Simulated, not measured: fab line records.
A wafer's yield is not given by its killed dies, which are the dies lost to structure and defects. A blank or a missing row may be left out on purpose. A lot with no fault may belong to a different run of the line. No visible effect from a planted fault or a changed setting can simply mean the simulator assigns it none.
fab line records || flow n5-finfet
record {"lots": 4, "wafers": 12, "last-day": 15}
route steps=1938 shown SD_EPI_N@263 BEOL_M4@1111
lots untouched by any fault: they come from a run of this same line in which no faults occurred
start-h: start of the lot's first displayed wafer, in hours after the record's first day || wait-h: hours from the lot's prior step to this one || " same as the row above || L1.1+2: a single row standing in for several wafers || - no value, or no start given || * or withheld: withheld || < > ~ a bound
route shown NAME@n: names a module that has steps shown in the file, with the first one's number in the route || usual: mean/standard deviation of fault-free wafers || same: alike in all rows || chamber/n: place in a boat || sites: each site's reading || _std_site: standard deviation across them || _edge_site: mean of outer sites minus mean of inner sites || radius-mm: how far each site lies from the wafer's centre || mask NAME#n: copy n || behind: the last tool/chamber to shape the wafer || hold: cause of the lot's hold/its duration in hours/its outcome || device: whichever transistor did not switch (one of n, p or np) || end of line: tests of these same wafers at the route's end || step lacking rows: just its recipe || killed: not the wafer's yield, but the dies lost to structure and defects at the first sort || map: the dies of a wafer, with x for killed, . for not killed, _ for no die there
set.NAME: setting as actually run; set.NAME@STEP: the setting as run at that earlier step || model.NAME: the simulator's own value behind a step, which no gauge read
lots seen at some steps along the route; tables by step, rows by wafer
services: a tool's chamber out of use, with start hour (start-h, from the record's first day; less than 0 if before it), hours out, and reason
## steps
# step N5_SD_EPI_N_COAT_33
# recipe {"resist": "SiARC", "temp-c": 220, "time-s": 60, "spin-rpm": 1500, "resist-thk-nm": 35}
# step N5_SD_EPI_N_COAT_03
# recipe {"resist": "CAR-ArF-block", "spin-rpm": 1500, "resist-thk-nm": 150}
# step N5_SD_EPI_N_EBR_05
# recipe {"solvent": "PGMEA", "ebr-width-mm": 1.5}
# step N5_SD_EPI_N_SOFTBAKE_04
# recipe {"temp-c": 110, "time-s": 60, "resist": "CAR-ArF-block"}
# step N5_SD_EPI_N_EXPOSE_06
# recipe {"mask-id": "SD_N_BLK", "na": 1.35, "source-shape": "conventional", "sigma-outer": 0.8, "polarization": "unpolarized", "target-cd-nm": 120, "dose-mj": 39.75}
# step N5_SD_EPI_N_PEB_07
# recipe {"peb-temp-c": 110, "peb-time-s": 60, "resist": "CAR-ArF-block"}
# step N5_SD_EPI_N_DEVELOP_08
# recipe {"develop-time-s": 30, "developer": "TMAH", "resist": "CAR-ArF-block", "dev-temp-c": 23, "rinse-liquid": "diw", "dry": "air-spin"}
# step N5_SD_EPI_N_DESCUM_14
# recipe {"chemistry": "O2", "time-s": 7.9, "source-power-w": 50, "bias-power-w": 20, "pressure-mtorr": 20, "rf-frequency-hz": 2.712e+07, "temp-c": 40, "resist": "CAR-ArF-block", "o2-flow-sccm": 225}
# step N5_SD_EPI_N_ETCH_34
# recipe {"chemistry": "CF4", "target": "SiARC", "target-depth-a": 455, "mask-material": "CAR-ArF-block", "time-s": 75.8, "ion-energy-ev": 80, "pressure-mtorr": 40, "source-w": 545, "bias-w": 36, "Ar_flow_sccm": 100, "cf4-flow-sccm": 100, "ends": "cleared"}
# step N5_SD_EPI_N_ETCH_35
# recipe {"chemistry": "N2/H2", "target": "SOC", "overetch-a": 1080, "mask-material": "SiARC", "temp-c": 40, "ion-energy-ev": 100, "source-w": 3000, "bias-w": 133, "pressure-mtorr": 20, "time-s": 486, "n2-flow-sccm": 200, "h2-flow-sccm": 200}
# usual {"drypump-motor-current-A": "6.0/0.5", "n2-flow-sccm": "199.9/0.61", "oes-product-au": "0.69/0.072", "rf-vpp-V": "241.1/1.4", "showerhead-plenum-p-Torr": "2.56/0.094", "throttle-valve-pct": "23.8/0.32"}
{"lot.wafer": "L352.3", "tool": "rie-diel-02", "chamber": 2, "start-h": 67.73, "wait-h": 0.0, "drypump-motor-current-A": 5.7, "n2-flow-sccm": 200.2, "oes-product-au": 0.78, "rf-hours-counter-h": 41, "rf-vpp-V": 240.3, "showerhead-plenum-p-Torr": 2.60, "throttle-valve-pct": 24.2, "model.SD_EPI_N.cd-nm": 119.2, "model.SiARC_of_SD_EPI_N_COAT_33.thk-nm": 19.2}
{"lot.wafer": "L352.4", "tool": "rie-diel-02", "chamber": 2, "start-h": 67.73, "wait-h": 0.0, "drypump-motor-current-A": 5.7, "n2-flow-sccm": 200.2, "oes-product-au": 0.77, "rf-hours-counter-h": "-", "rf-vpp-V": 241.4, "showerhead-plenum-p-Torr": 2.60, "throttle-valve-pct": 24.2, "model.SD_EPI_N.cd-nm": 118.6, "model.SiARC_of_SD_EPI_N_COAT_33.thk-nm": 19.2}
{"lot.wafer": "L352.6", "tool": "rie-diel-02", "chamber": 3, "start-h": 67.73, "wait-h": 0.0, "drypump-motor-current-A": 6.0, "n2-flow-sccm": 200.0, "oes-product-au": 0.62, "rf-hours-counter-h": "-", "rf-vpp-V": 238.9, "showerhead-plenum-p-Torr": 2.38, "throttle-valve-pct": 23.7, "model.SD_EPI_N.cd-nm": 119.2, "model.SiARC_of_SD_EPI_N_COAT_33.thk-nm": 20}
{"lot.wafer": "L354.1", "tool": "rie-diel-02", "chamber": 1, "start-h": 81.07, "wait-h": 0.0, "drypump-motor-current-A": 6.5, "n2-flow-sccm": 200.7, "oes-product-au": 0.52, "rf-hours-counter-h": 247, "rf-vpp-V": 239.4, "showerhead-plenum-p-Torr": 2.40, "throttle-valve-pct": 23.7, "model.SD_EPI_N.cd-nm": 124.4, "model.SiARC_of_SD_EPI_N_COAT_33.thk-nm": 15.4}
{"lot.wafer": "L354.5", "tool": "rie-diel-02", "chamber": 0, "start-h": 81.07, "wait-h": 0.0, "drypump-motor-current-A": 6.2, "n2-flow-sccm": 199.0, "oes-product-au": 0.66, "rf-hours-counter-h": "-", "rf-vpp-V": 242.1, "showerhead-plenum-p-Torr": 2.63, "throttle-valve-pct": 23.4, "model.SD_EPI_N.cd-nm": 119.8, "model.SiARC_of_SD_EPI_N_COAT_33.thk-nm": 19.6}
{"lot.wafer": "L354.6", "tool": "rie-diel-02", "chamber": 1, "start-h": 81.07, "wait-h": 0.0, "drypump-motor-current-A": 6.5, "n2-flow-sccm": 200.9, "oes-product-au": 0.61, "rf-hours-counter-h": "-", "rf-vpp-V": 239.8, "showerhead-plenum-p-Torr": 2.40, "throttle-valve-pct": 23.8, "model.SD_EPI_N.cd-nm": 119.8, "model.SiARC_of_SD_EPI_N_COAT_33.thk-nm": 20.4}
{"lot.wafer": "L355.2", "tool": "rie-diel-05", "chamber": 2, "start-h": 89.76, "wait-h": 0.0, "drypump-motor-current-A": 5.6, "n2-flow-sccm": 200.0, "oes-product-au": 0.66, "rf-hours-counter-h": 160, "rf-vpp-V": 242.5, "showerhead-plenum-p-Torr": 2.64, "throttle-valve-pct": 24.2, "model.SD_EPI_N.cd-nm": 118.6, "model.SiARC_of_SD_EPI_N_COAT_33.thk-nm": 19.8}
{"lot.wafer": "L355.5", "tool": "rie-diel-05", "chamber": 1, "start-h": 89.76, "wait-h": 0.0, "drypump-motor-current-A": 6.5, "n2-flow-sccm": 200.3, "oes-product-au": 0.65, "rf-hours-counter-h": "-", "rf-vpp-V": 239.5, "showerhead-plenum-p-Torr": 2.54, "throttle-valve-pct": 23.4, "model.SD_EPI_N.cd-nm": 119.6, "model.SiARC_of_SD_EPI_N_COAT_33.thk-nm": 19.6}
{"lot.wafer": "L355.6", "tool": "rie-diel-05", "chamber": 2, "start-h": 89.76, "wait-h": 0.0, "drypump-motor-current-A": 5.6, "n2-flow-sccm": 200.2, "oes-product-au": 0.66, "rf-hours-counter-h": "-", "rf-vpp-V": 240.8, "showerhead-plenum-p-Torr": 2.64, "throttle-valve-pct": 24.2, "model.SD_EPI_N.cd-nm": 118.4, "model.SiARC_of_SD_EPI_N_COAT_33.thk-nm": 20}
{"lot.wafer": "L360.2", "tool": "rie-diel-02", "chamber": 0, "start-h": 117.72, "wait-h": 0.0, "drypump-motor-current-A": 6.3, "n2-flow-sccm": 199.7, "oes-product-au": 0.56, "rf-hours-counter-h": 185, "rf-vpp-V": 241.6, "showerhead-plenum-p-Torr": 2.62, "throttle-valve-pct": 23.4, "model.SD_EPI_N.cd-nm": 124.6, "model.SiARC_of_SD_EPI_N_COAT_33.thk-nm": 14.6}
{"lot.wafer": "L360.4", "tool": "rie-diel-02", "chamber": 2, "start-h": 117.72, "wait-h": 0.0, "drypump-motor-current-A": 5.6, "n2-flow-sccm": 200.2, "oes-product-au": 0.64, "rf-hours-counter-h": "-", "rf-vpp-V": 240.8, "showerhead-plenum-p-Torr": 2.59, "throttle-valve-pct": 24.2, "model.SD_EPI_N.cd-nm": 124.6, "model.SiARC_of_SD_EPI_N_COAT_33.thk-nm": 14.4}
{"lot.wafer": "L360.5", "tool": "rie-diel-02", "chamber": 3, "start-h": 117.72, "wait-h": 0.0, "drypump-motor-current-A": 6.0, "n2-flow-sccm": 199.8, "oes-product-au": 0.85, "rf-hours-counter-h": "-", "rf-vpp-V": 241.8, "showerhead-plenum-p-Torr": 2.70, "throttle-valve-pct": 23.6, "model.SD_EPI_N.cd-nm": 118, "model.SiARC_of_SD_EPI_N_COAT_33.thk-nm": 19.6}
# step N5_SD_EPI_N_STRIP_36
# recipe {"chemistry": "N2/H2", "temp-c": 40, "n2-flow-sccm": 200, "h2-flow-sccm": 200, "rf-frequency-hz": 6e+07}
# step N5_SD_EPI_N_ETCHBACK_44
# recipe {"chemistry": "CH3F/O2", "mode": "anisotropic-etchback", "target": "SiNx", "target-depth-a": 145, "stop-on": "SiO2", "over-etch-frac": 0.3, "ion-energy-ev": 120, "pressure-mtorr": 30, "source-w": 395, "bias-w": 73, "Ar_flow_sccm": 150, "CH3F_flow_sccm": 30, "O2_flow_sccm": 20}
# step N5_SD_EPI_N_ETCH_45
# recipe {"chemistry": "CH3F/O2", "target": "SiOCN", "target-depth-a": 60, "mask-material": "SOC", "ion-energy-ev": 60, "bias-w": 29, "pressure-mtorr": 15, "source-w": 410, "Ar_flow_sccm": 150, "CH3F_flow_sccm": 30, "O2_flow_sccm": 20}
# step N5_SD_EPI_N_ETCH_16
# recipe {"chemistry": "CHF3/O2", "target": "SiO2", "target-depth-a": 50, "mask-material": "SOC", "pressure-mtorr": 30, "source-w": 650, "bias-w": 170, "Ar_flow_sccm": 200, "CHF3_flow_sccm": 50, "O2_flow_sccm": 5, "ion-energy-ev": 200}
# usual {"drypump-motor-current-A": "5.9/0.5", "oes-product-au": "0.77/0.084", "rf-vpp-V": "526/10", "showerhead-plenum-p-Torr": "2.44/0.088", "throttle-valve-pct": "18.83/0.25"}
{"lot.wafer": "L352.3", "tool": "rie-diel-02", "chamber": 2, "start-h": 68.25, "wait-h": 0.1, "drypump-motor-current-A": 5.7, "oes-product-au": 0.87, "rf-hours-counter-h": 41, "rf-vpp-V": 532, "showerhead-plenum-p-Torr": 2.44, "throttle-valve-pct": 18.73, "model.SiARC_of_SD_EPI_N_COAT_33.thk-nm": 11.6}
{"lot.wafer": "L352.4", "tool": "rie-diel-02", "chamber": 2, "start-h": 68.25, "wait-h": 0.1, "drypump-motor-current-A": 5.6, "oes-product-au": 0.87, "rf-hours-counter-h": "-", "rf-vpp-V": 532, "showerhead-plenum-p-Torr": 2.44, "throttle-valve-pct": 18.74, "model.SiARC_of_SD_EPI_N_COAT_33.thk-nm": 11.6}
{"lot.wafer": "L352.6", "tool": "rie-diel-02", "chamber": 3, "start-h": 68.25, "wait-h": 0.1, "drypump-motor-current-A": 6.0, "oes-product-au": 0.68, "rf-hours-counter-h": "-", "rf-vpp-V": 507, "showerhead-plenum-p-Torr": 2.29, "throttle-valve-pct": 19.26, "model.SiARC_of_SD_EPI_N_COAT_33.thk-nm": 13}
{"lot.wafer": "L354.1", "tool": "rie-diel-02", "chamber": 1, "start-h": 81.59, "wait-h": 0.1, "drypump-motor-current-A": 6.5, "oes-product-au": 0.67, "rf-hours-counter-h": 247, "rf-vpp-V": 523, "showerhead-plenum-p-Torr": 2.27, "throttle-valve-pct": 18.86, "model.SiARC_of_SD_EPI_N_COAT_33.thk-nm": 8.2}
{"lot.wafer": "L354.5", "tool": "rie-diel-02", "chamber": 0, "start-h": 81.59, "wait-h": 0.1, "drypump-motor-current-A": 6.2, "oes-product-au": 0.73, "rf-hours-counter-h": "-", "rf-vpp-V": 534, "showerhead-plenum-p-Torr": 2.50, "throttle-valve-pct": 18.57, "model.SiARC_of_SD_EPI_N_COAT_33.thk-nm": 12.4}
{"lot.wafer": "L354.6", "tool": "rie-diel-02", "chamber": 1, "start-h": 81.59, "wait-h": 0.1, "drypump-motor-current-A": 6.5, "oes-product-au": 0.67, "rf-hours-counter-h": "-", "rf-vpp-V": 521, "showerhead-plenum-p-Torr": 2.27, "throttle-valve-pct": 18.86, "model.SiARC_of_SD_EPI_N_COAT_33.thk-nm": 13.2}
{"lot.wafer": "L355.2", "tool": "rie-diel-05", "chamber": 2, "start-h": 90.29, "wait-h": 0.1, "drypump-motor-current-A": 5.6, "oes-product-au": 0.73, "rf-hours-counter-h": 160, "rf-vpp-V": 520, "showerhead-plenum-p-Torr": 2.52, "throttle-valve-pct": 19.13, "model.SiARC_of_SD_EPI_N_COAT_33.thk-nm": 12.8}
{"lot.wafer": "L355.5", "tool": "rie-diel-05", "chamber": 1, "start-h": 90.29, "wait-h": 0.1, "drypump-motor-current-A": 6.5, "oes-product-au": 0.74, "rf-hours-counter-h": "-", "rf-vpp-V": 532, "showerhead-plenum-p-Torr": 2.39, "throttle-valve-pct": 18.47, "model.SiARC_of_SD_EPI_N_COAT_33.thk-nm": 12.2}
{"lot.wafer": "L355.6", "tool": "rie-diel-05", "chamber": 2, "start-h": 90.29, "wait-h": 0.1, "drypump-motor-current-A": 5.6, "oes-product-au": 0.73, "rf-hours-counter-h": "-", "rf-vpp-V": 519, "showerhead-plenum-p-Torr": 2.52, "throttle-valve-pct": 19.13, "model.SiARC_of_SD_EPI_N_COAT_33.thk-nm": 12.8}
{"lot.wafer": "L360.2", "tool": "rie-diel-02", "chamber": 0, "start-h": 118.25, "wait-h": 0.1, "drypump-motor-current-A": 6.2, "oes-product-au": 0.73, "rf-hours-counter-h": 185, "rf-vpp-V": 534, "showerhead-plenum-p-Torr": 2.49, "throttle-valve-pct": 18.57, "model.SiARC_of_SD_EPI_N_COAT_33.thk-nm": 7.2}
{"lot.wafer": "L360.4", "tool": "rie-diel-02", "chamber": 2, "start-h": 118.25, "wait-h": 0.1, "drypump-motor-current-A": 5.7, "oes-product-au": 0.85, "rf-hours-counter-h": "-", "rf-vpp-V": 530, "showerhead-plenum-p-Torr": 2.43, "throttle-valve-pct": 18.77, "model.SiARC_of_SD_EPI_N_COAT_33.thk-nm": 6.8}
{"lot.wafer": "L360.5", "tool": "rie-diel-02", "chamber": 3, "start-h": 118.25, "wait-h": 0.1, "drypump-motor-current-A": 6.0, "oes-product-au": 0.95, "rf-hours-counter-h": "-", "rf-vpp-V": 516, "showerhead-plenum-p-Torr": 2.57, "throttle-valve-pct": 18.94, "model.SiARC_of_SD_EPI_N_COAT_33.thk-nm": 12.2}
# step N5_SD_EPI_N_STRIP_47
# recipe {"chemistry": "CHF3/O2", "resist": "SiARC", "rf-frequency-hz": 6e+07}
# step N5_SD_EPI_N_SD_RECESS_17
# recipe {"chemistry": "HBr/Cl2/O2", "target-depth-a": 410, "mask-material": "SOC", "time-s": 23.7, "bt-time-s": 3, "pressure-mtorr": 10, "icp-w": 800, "bias-w": 112, "HBr_flow_sccm": 150, "Cl2_flow_sccm": 80, "O2_flow_sccm": 12}
# usual {"drypump-motor-current-A": "5.5/0.39", "oes-product-au": "1.006/0.015", "throttle-valve-pct": "37.1/0.34"}
{"lot.wafer": "L352.3", "tool": "rie-si-01", "chamber": 3, "start-h": 68.32, "wait-h": 0.0, "drypump-motor-current-A": 5.4, "oes-product-au": 1.009, "rf-hours-counter-h": 144, "throttle-valve-pct": 37.3, "model.SD_EPI_N.cd-nm": 119.4}
{"lot.wafer": "L352.4", "tool": "rie-si-01", "chamber": 2, "start-h": 68.32, "wait-h": 0.0, "drypump-motor-current-A": 5.3, "oes-product-au": 1.014, "rf-hours-counter-h": 2, "throttle-valve-pct": 36.9, "model.SD_EPI_N.cd-nm": 118.6}
{"lot.wafer": "L352.6", "tool": "rie-si-01", "chamber": 0, "start-h": 68.32, "wait-h": 0.0, "drypump-motor-current-A": 6.1, "oes-product-au": 1.002, "rf-hours-counter-h": "-", "throttle-valve-pct": 36.9, "model.SD_EPI_N.cd-nm": 119.2}
{"lot.wafer": "L354.1", "tool": "rie-si-06", "chamber": 1, "start-h": 81.66, "wait-h": 0.0, "drypump-motor-current-A": 5.2, "oes-product-au": 0.994, "rf-hours-counter-h": 12, "throttle-valve-pct": 36.3, "model.SD_EPI_N.cd-nm": 124.2}
{"lot.wafer": "L354.5", "tool": "rie-si-06", "chamber": 2, "start-h": 81.66, "wait-h": 0.0, "drypump-motor-current-A": 5.7, "oes-product-au": 1.020, "rf-hours-counter-h": "-", "throttle-valve-pct": 37.1, "model.SD_EPI_N.cd-nm": 119.8}
{"lot.wafer": "L354.6", "tool": "rie-si-06", "chamber": 3, "start-h": 81.66, "wait-h": 0.0, "drypump-motor-current-A": 6.1, "oes-product-au": 1.032, "rf-hours-counter-h": "-", "throttle-valve-pct": 37.4, "model.SD_EPI_N.cd-nm": 119.8}
{"lot.wafer": "L355.2", "tool": "rie-si-01", "chamber": 1, "start-h": 90.36, "wait-h": 0.0, "drypump-motor-current-A": 5.1, "oes-product-au": 0.979, "rf-hours-counter-h": 161, "throttle-valve-pct": 36.5, "model.SD_EPI_N.cd-nm": 118.8}
{"lot.wafer": "L355.5", "tool": "rie-si-01", "chamber": 0, "start-h": 90.36, "wait-h": 0.0, "drypump-motor-current-A": 6.1, "oes-product-au": 0.994, "rf-hours-counter-h": "-", "throttle-valve-pct": 36.9, "model.SD_EPI_N.cd-nm": 119.6}
{"lot.wafer": "L355.6", "tool": "rie-si-01", "chamber": 1, "start-h": 90.36, "wait-h": 0.0, "drypump-motor-current-A": 5.2, "oes-product-au": 0.978, "rf-hours-counter-h": "-", "throttle-valve-pct": 36.5, "model.SD_EPI_N.cd-nm": 118.6}
{"lot.wafer": "L360.2", "tool": "rie-si-03", "chamber": 0, "start-h": 118.32, "wait-h": 0.0, "drypump-motor-current-A": 5.4, "oes-product-au": 1.000, "rf-hours-counter-h": 190, "throttle-valve-pct": 37.0, "model.SD_EPI_N.cd-nm": 124.4}
{"lot.wafer": "L360.4", "tool": "rie-si-03", "chamber": 1, "start-h": 118.32, "wait-h": 0.0, "drypump-motor-current-A": 5.5, "oes-product-au": 1.012, "rf-hours-counter-h": 178, "throttle-valve-pct": 37.5, "model.SD_EPI_N.cd-nm": 124.6}
{"lot.wafer": "L360.5", "tool": "rie-si-03", "chamber": 3, "start-h": 118.32, "wait-h": 0.0, "drypump-motor-current-A": 5.1, "oes-product-au": 1.023, "rf-hours-counter-h": "-", "throttle-valve-pct": 37.4, "model.SD_EPI_N.cd-nm": 118}
# step N5_SD_EPI_N_STRIP_38
# recipe {"chemistry": "N2/H2", "power-w": 1000, "temp-c": 250, "h2-frac": 0.65, "overash-fraction": 0.3, "pressure-mtorr": "withheld", "n2-flow-sccm": 1750, "h2-flow-sccm": 3250}
# step N5_BEOL_M4_RC_MEAS_101
# usual {"DIBL_N": "36.3/1.8", "DIBL_P": "36.5/2.1", "IOFF_N": "0.16/0.031", "IOFF_P": "0.22/0.038", "ION_N": "677/12", "ION_P": "466/7.8", "SS_N": "71.5/0.61", "SS_P": "73.2/0.7", "VT_N": "249/3", "VT_P": "-248.9/3"}
{"lot.wafer": "L352.3", "tool": "prober-02", "chamber": 0, "start-h": 201.48, "wait-h": 1.1, "DIBL_N[mV/V]": 38.6, "DIBL_P[mV/V]": 39.4, "IOFF_N[nA/um]": 0.19, "IOFF_P[nA/um]": 0.24, "ION_N[uA/um]": 676, "ION_P[uA/um]": 460, "SS_N[mV/dec]": 72.7, "SS_P[mV/dec]": 73.6, "VT_N[mV]": 246, "VT_P[mV]": -248.4}
{"lot.wafer": "L352.4", "tool": "prober-02", "chamber": 0, "start-h": 201.48, "wait-h": 1.1, "DIBL_N[mV/V]": 34.9, "DIBL_P[mV/V]": 34.6, "IOFF_N[nA/um]": 0.12, "IOFF_P[nA/um]": 0.17, "ION_N[uA/um]": 667, "ION_P[uA/um]": 461, "SS_N[mV/dec]": 72.1, "SS_P[mV/dec]": 72.9, "VT_N[mV]": 255, "VT_P[mV]": -252.3}
{"lot.wafer": "L352.6", "tool": "prober-02", "chamber": 0, "start-h": 201.48, "wait-h": 1.1, "DIBL_N[mV/V]": 39.2, "DIBL_P[mV/V]": 39.7, "IOFF_N[nA/um]": 0.21, "IOFF_P[nA/um]": 0.24, "ION_N[uA/um]": 674, "ION_P[uA/um]": 455, "SS_N[mV/dec]": 72.3, "SS_P[mV/dec]": 74.1, "VT_N[mV]": 249, "VT_P[mV]": -247.5}
{"lot.wafer": "L355.2", "tool": "prober-01", "chamber": 0, "start-h": 229.85, "wait-h": 0.2, "DIBL_N[mV/V]": 37.1, "DIBL_P[mV/V]": 36.9, "IOFF_N[nA/um]": 0.16, "IOFF_P[nA/um]": 0.22, "ION_N[uA/um]": 669, "ION_P[uA/um]": 460, "SS_N[mV/dec]": 72.0, "SS_P[mV/dec]": 73.5, "VT_N[mV]": 251, "VT_P[mV]": -249.3}
{"lot.wafer": "L355.5", "tool": "prober-01", "chamber": 0, "start-h": 229.85, "wait-h": 0.2, "DIBL_N[mV/V]": 34.6, "DIBL_P[mV/V]": 33.6, "IOFF_N[nA/um]": 0.13, "IOFF_P[nA/um]": 0.17, "ION_N[uA/um]": 677, "ION_P[uA/um]": 467, "SS_N[mV/dec]": 71.5, "SS_P[mV/dec]": 72.5, "VT_N[mV]": 252, "VT_P[mV]": -251.9}
{"lot.wafer": "L355.6", "tool": "prober-01", "chamber": 0, "start-h": 229.85, "wait-h": 0.2, "DIBL_N[mV/V]": 38.5, "DIBL_P[mV/V]": 37.9, "IOFF_N[nA/um]": 0.19, "IOFF_P[nA/um]": 0.25, "ION_N[uA/um]": 669, "ION_P[uA/um]": 463, "SS_N[mV/dec]": 72.2, "SS_P[mV/dec]": 73.8, "VT_N[mV]": 246, "VT_P[mV]": -248.2}
{"lot.wafer": "L354.1", "tool": "prober-01", "chamber": 0, "start-h": 231.55, "wait-h": 0.0, "DIBL_N[mV/V]": 37.1, "DIBL_P[mV/V]": 37.3, "IOFF_N[nA/um]": 0.17, "IOFF_P[nA/um]": 0.22, "ION_N[uA/um]": 687, "ION_P[uA/um]": 468, "SS_N[mV/dec]": 71.6, "SS_P[mV/dec]": 74.1, "VT_N[mV]": 249, "VT_P[mV]": -250.1}
{"lot.wafer": "L354.5", "tool": "prober-01", "chamber": 0, "start-h": 231.55, "wait-h": 0.0, "DIBL_N[mV/V]": 37.0, "DIBL_P[mV/V]": 37.4, "IOFF_N[nA/um]": 0.17, "IOFF_P[nA/um]": 0.21, "ION_N[uA/um]": 682, "ION_P[uA/um]": 462, "SS_N[mV/dec]": 72.2, "SS_P[mV/dec]": 74.7, "VT_N[mV]": 251, "VT_P[mV]": -251.6}
{"lot.wafer": "L354.6", "tool": "prober-01", "chamber": 0, "start-h": 231.55, "wait-h": 0.0, "DIBL_N[mV/V]": 37.4, "DIBL_P[mV/V]": 38.0, "IOFF_N[nA/um]": 0.18, "IOFF_P[nA/um]": 0.22, "ION_N[uA/um]": 686, "ION_P[uA/um]": 465, "SS_N[mV/dec]": 71.5, "SS_P[mV/dec]": 74.3, "VT_N[mV]": 251, "VT_P[mV]": -249.1}
{"lot.wafer": "L360.2", "tool": "prober-02", "chamber": 0, "start-h": 248.87, "wait-h": 0.2, "DIBL_N[mV/V]": 36.3, "DIBL_P[mV/V]": 35.4, "IOFF_N[nA/um]": 0.18, "IOFF_P[nA/um]": 0.22, "ION_N[uA/um]": 698, "ION_P[uA/um]": 473, "SS_N[mV/dec]": 71.0, "SS_P[mV/dec]": 73.7, "VT_N[mV]": 247, "VT_P[mV]": -249.2}
{"lot.wafer": "L360.4", "tool": "prober-02", "chamber": 0, "start-h": 248.87, "wait-h": 0.2, "DIBL_N[mV/V]": 36.6, "DIBL_P[mV/V]": 35.6, "IOFF_N[nA/um]": 0.18, "IOFF_P[nA/um]": 0.23, "ION_N[uA/um]": 686, "ION_P[uA/um]": 470, "SS_N[mV/dec]": 71.3, "SS_P[mV/dec]": 73.3, "VT_N[mV]": 246, "VT_P[mV]": -248.0}
{"lot.wafer": "L360.5", "tool": "prober-02", "chamber": 0, "start-h": 248.87, "wait-h": 0.2, "DIBL_N[mV/V]": 33.6, "DIBL_P[mV/V]": 32.0, "IOFF_N[nA/um]": 0.12, "IOFF_P[nA/um]": 0.18, "ION_N[uA/um]": 670, "ION_P[uA/um]": 466, "SS_N[mV/dec]": 70.5, "SS_P[mV/dec]": 72.1, "VT_N[mV]": 252, "VT_P[mV]": -246.7}
## services
{"tool": "rie-diel-02", "chamber": 0, "start-h": 44.15, "hours": 1.3, "kind": "repair"}
{"tool": "rie-diel-02", "chamber": "-", "start-h": 44.53, "hours": 0.1, "kind": "repair"}
{"tool": "rie-si-03", "chamber": 2, "start-h": 46.14, "hours": 3.0, "kind": "repair"}
{"tool": "rie-diel-02", "chamber": 1, "start-h": 54.43, "hours": 23.6, "kind": "repair"}
{"tool": "rie-si-01", "chamber": 1, "start-h": 76.86, "hours": 3.3, "kind": "repair"}
{"tool": "rie-diel-02", "chamber": 3, "start-h": 78.32, "hours": "-", "kind": "clean"}
{"tool": "rie-diel-02", "chamber": 3, "start-h": 78.32, "hours": "-", "kind": "consumable-replace:focus-ring"}
{"tool": "rie-diel-02", "chamber": 3, "start-h": 78.32, "hours": "-", "kind": "consumable-replace:showerhead"}
{"tool": "rie-diel-02", "chamber": 3, "start-h": 78.32, "hours": 12.3, "kind": "scheduled-down"}
{"tool": "rie-diel-02", "chamber": 3, "start-h": 78.32, "hours": 12.3, "kind": "vent-cycle"}
{"tool": "rie-si-06", "chamber": 3, "start-h": 87.87, "hours": 1.8, "kind": "repair"}
{"tool": "rie-si-01", "chamber": 2, "start-h": 88.09, "hours": 2.4, "kind": "repair"}
{"tool": "rie-diel-02", "chamber": 1, "start-h": 90.78, "hours": 3.3, "kind": "repair"}
{"tool": "rie-si-01", "chamber": 3, "start-h": 90.97, "hours": 18.9, "kind": "repair"}
{"tool": "rie-diel-02", "chamber": 1, "start-h": 94.14, "hours": "-", "kind": "clean"}
{"tool": "rie-diel-02", "chamber": 1, "start-h": 94.14, "hours": "-", "kind": "consumable-replace:focus-ring"}
{"tool": "rie-diel-02", "chamber": 1, "start-h": 94.14, "hours": "-", "kind": "consumable-replace:showerhead"}
{"tool": "rie-diel-02", "chamber": 1, "start-h": 94.14, "hours": 24.2, "kind": "scheduled-down"}
{"tool": "rie-diel-02", "chamber": 1, "start-h": 94.14, "hours": 24.2, "kind": "vent-cycle"}
{"tool": "rie-diel-05", "chamber": 2, "start-h": 107.24, "hours": 8.5, "kind": "repair"}
## key
first-sign none at tools or gauges
model-effect {"step": "N5_SD_EPI_N_ETCH_35", "value": "SD_EPI_N.cd-nm", "without": 119.3, "struck": 124.5}
model-effect {"step": "N5_SD_EPI_N_ETCH_16", "value": "SiARC_of_SD_EPI_N_COAT_33.thk-nm", "without": 12.47, "struck": 7.4}
model-effect {"step": "N5_SD_EPI_N_SD_RECESS_17", "value": "SD_EPI_N.cd-nm", "without": 119.3, "struck": 124.4}
met-at N5_SD_EPI_N_ETCH_35
struck-wafers L354.1,L360.2,L360.4
onset-between 67.73 81.07
fault {"kind": "process-parameter-drift", "tool": "rie-diel-02", "chamber": "-", "onset-h": 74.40, "steps": "N5_SD_EPI_N_ETCH_35", "channel": "time-s", "offset": "*", "shape": "step", "end-h": 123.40, "scope": "struck-wafers-only", "acts-in": "*", "stated": "*"}
